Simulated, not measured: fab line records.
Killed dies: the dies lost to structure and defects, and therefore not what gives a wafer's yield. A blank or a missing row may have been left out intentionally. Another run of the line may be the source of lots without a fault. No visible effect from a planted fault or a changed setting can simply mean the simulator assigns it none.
Matching of chambers ; flow n5-finfet ; N5_DUMMY_GATE_STRIP_41 on rie-diel-05: 4 sister chambers
The step strips in O2. 14 wafers are shown with their chamber, then 7 later ones without.

## WAFERS, EACH WITH ITS CHAMBER
wafer;chamber;throttle-valve-pct (%);showerhead-plenum-p-Torr (Torr);oes-product-au (a.u.)
L076.2;3;16.59;2.02;0.81
L076.4;0;16.33;2.05;0.99
L076.6;1;16.93;2.08;0.70
L080.1;3;16.61;2.02;0.81
L080.3;2;16.82;2.02;0.74
L080.6;3;16.63;2.02;0.81
L083.1;3;16.61;2.01;0.80
L083.2;1;16.93;2.07;0.69
L083.4;2;16.82;2.02;0.74
L086.1;0;16.38;2.05;0.90
L086.2;3;16.62;2.01;0.79
L086.4;1;16.94;2.07;0.69
L089.2;0;16.37;2.05;0.92
L089.3;1;16.96;2.07;0.69

SIGNATURES (means of the wafers above)
reading;chamber 0;chamber 1;chamber 2;chamber 3;scatter within a chamber
throttle-valve-pct;16.3600;16.9400;16.8200;16.6120;0.017
showerhead-plenum-p-Torr;2.0500;2.0725;2.0200;2.0160;0.00442
oes-product-au;0.9367;0.6925;0.7400;0.8040;0.022
Rule: for each reading, subtract the chamber's mean from the wafer's reading, divide by that reading's scatter and square the result; add these up over the readings and take the root, which gives the wafer's distance from the chamber. The wafer belongs to the nearest chamber; if the next one is less than 2 further off, it can't be placed. The scatter is the square root of a quotient: the sum, over the shown wafers, of each reading's squared deviation from its chamber's mean, divided by wafers minus chambers.

## WAFERS WITHOUT THEIR CHAMBER
wafer;throttle-valve-pct (%);showerhead-plenum-p-Torr (Torr);oes-product-au (a.u.)
L089.6;16.97;2.07;0.69
L096.2;16.65;2.01;0.77
L096.3;16.41;2.04;0.88
L096.6;17.00;2.06;0.67
L097.1;16.87;2.01;0.71
L097.4;16.88;2.01;0.72
L097.5;16.67;2.00;0.78

## THE CHAMBER EACH PASSED THROUGH
wafer;from the rows above;in truth
L089.6;1;1
L096.2;3;3
L096.3;0;0
L096.6;1;1
L097.1;2;2
L097.4;2;2
L097.5;3;3
7 of 7 placed correctly. From these rows, 0 cannot be placed. Number placed wrongly: 0.
